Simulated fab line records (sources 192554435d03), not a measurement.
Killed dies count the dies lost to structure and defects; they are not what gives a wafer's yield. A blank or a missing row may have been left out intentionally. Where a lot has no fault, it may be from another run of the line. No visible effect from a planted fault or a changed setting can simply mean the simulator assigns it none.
Which tool was responsible?	flow n5 finfet	Sampling: 11 lots, 30 wafers, 6 of 1938 route steps

WHAT EACH GAUGE READ, for each wafer
N5_BEOL_M4_RC_MEAS_101.
lot	measured	on	DIBL_N (mV/V)
L667	day 8 02:03	prober-01	38.1 35.5 38.4
L668	day 8 02:15	prober-02	39.1 36.4 38.4
L669	day 8 23:04	prober-02	33.6 35.1 34.7
L670	day 8 19:58	prober-02	38.1 35.6 35.8
L671	day 8 22:40	prober-01	36.9 37.0 34.1
L672	day 9 00:59	prober-01	40.9 38.7 39.4
L680	day 11 03:08	prober-01	37.9 37.2
L681	day 11 06:43	prober-02	37.7 37.1
L684	day 12 01:38	prober-02	38.1 37.3 37.4
L685	day 12 16:45	prober-01	38.3 40.2 40.9
L689	day 13 06:49	prober-01	36.3 32.8

WHICH TOOL RAN EACH LOT (tool, then ch and the chambers of the sampled wafers, then the start)
lot	N5_BEOL_M0_ANNEAL_117	N5_BEOL_M0_SPUTTER_132	N5_BEOL_M0_ECD_118	N5_BEOL_M0_ANNEAL_119	N5_BEOL_M0_CMP_120
L667	pvd sputter-03, day 5 20:12	pvd sputter-03, day 5 20:14	ecd cu-01 ch 0, day 5 20:36	rtp anneal-01 ch 0, day 5 20:50	cmp-04 ch 1,2,3, day 5 21:08
L668	pvd sputter-01, day 6 07:48	pvd sputter-01, day 6 07:50	ecd cu-02 ch 0, day 6 08:12	rtp anneal-01 ch 0, day 6 08:17	cmp-03 ch 0,1,3, day 6 08:46
L669	pvd sputter-02, day 6 11:49	pvd sputter-02, day 6 11:52	ecd cu-02 ch 0,1, day 6 12:14	rtp anneal-01 ch 0, day 6 12:18	cmp-03 ch 0,1,2, day 6 12:43
L670	pvd sputter-02, day 6 12:34	pvd sputter-02, day 6 12:36	ecd cu-01 ch 0,1, day 6 12:57	rtp anneal-02 ch 0, day 6 13:05	cmp-04 ch 0,1,2, day 6 13:20
L671	pvd sputter-02, day 6 23:25	pvd sputter-02, day 6 23:28	ecd cu-01 ch 0,1, day 6 23:49	rtp anneal-02 ch 0, day 6 23:56	cmp-03 ch 1,3, day 7 00:14
L672	pvd sputter-03, day 7 04:00	pvd sputter-03, day 7 04:02	ecd cu-01 ch 1, day 7 04:23	rtp anneal-01 ch 0, day 7 04:44	cmp-01 ch 0,1, day 7 05:02
L680	pvd sputter-01, day 9 07:35	pvd sputter-01, day 9 07:39	ecd cu-01 ch 0,1, day 9 08:01	rtp anneal-02 ch 0, day 9 08:14	cmp-04 ch 0,3, day 9 08:31
L681	pvd sputter-03, day 9 12:57	pvd sputter-03, day 9 13:01	ecd cu-01 ch 0,1, day 9 13:22	rtp anneal-02 ch 0, day 9 13:35	cmp-03 ch 2,3, day 9 13:51
L684	pvd sputter-02, day 10 05:14	pvd sputter-02, day 10 05:16	ecd cu-02 ch 0,1, day 10 05:38	rtp anneal-02 ch 0, day 10 05:42	cmp-03 ch 0,1,2, day 10 06:02
L685	pvd sputter-03, day 10 12:07	pvd sputter-03, day 10 12:09	ecd cu-02 ch 0,1, day 10 12:31	rtp anneal-02 ch 0, day 10 12:35	cmp-03 ch 0,1,2, day 10 12:53
L689	pvd sputter-02, day 11 06:28	pvd sputter-02, day 11 06:30	ecd cu-02 ch 0, day 11 06:52	rtp anneal-02 ch 0, day 11 06:56	cmp-01 ch 1,3, day 11 07:19
- N5_BEOL_M0_ANNEAL_117: time 60 s.
- N5_BEOL_M0_SPUTTER_132: material Cu, target thk 4 nm, time 7.37 s.
- N5_BEOL_M0_ECD_118: material Cu, target thk 300 nm.
- N5_BEOL_M0_ANNEAL_119: time 90 s.
- N5_BEOL_M0_CMP_120: polishes, stops on SiOC, t overpolish 6.9 s.

THE ANSWER, worked out from the rows above alone
Rule: the usual values come from the lots themselves. Put in order of their means at a reading, lots are off if they are a third of the lots or fewer, leave a main group of 4 or more, and stand apart from it by a gap of 3 or more times the standard deviation of the main group's means; of several such gaps the widest counts. If all means in a main group match to the digits the tables above print for the reading, that group is not used. A lot without any number at a reading at which 4 lots or more have one is off too. The other lots that the step has rows for count as sound.
No lot is off at any reading shown: from this, nothing can be told.

WHAT HAD BEEN PUT IN BY THE SIMULATOR
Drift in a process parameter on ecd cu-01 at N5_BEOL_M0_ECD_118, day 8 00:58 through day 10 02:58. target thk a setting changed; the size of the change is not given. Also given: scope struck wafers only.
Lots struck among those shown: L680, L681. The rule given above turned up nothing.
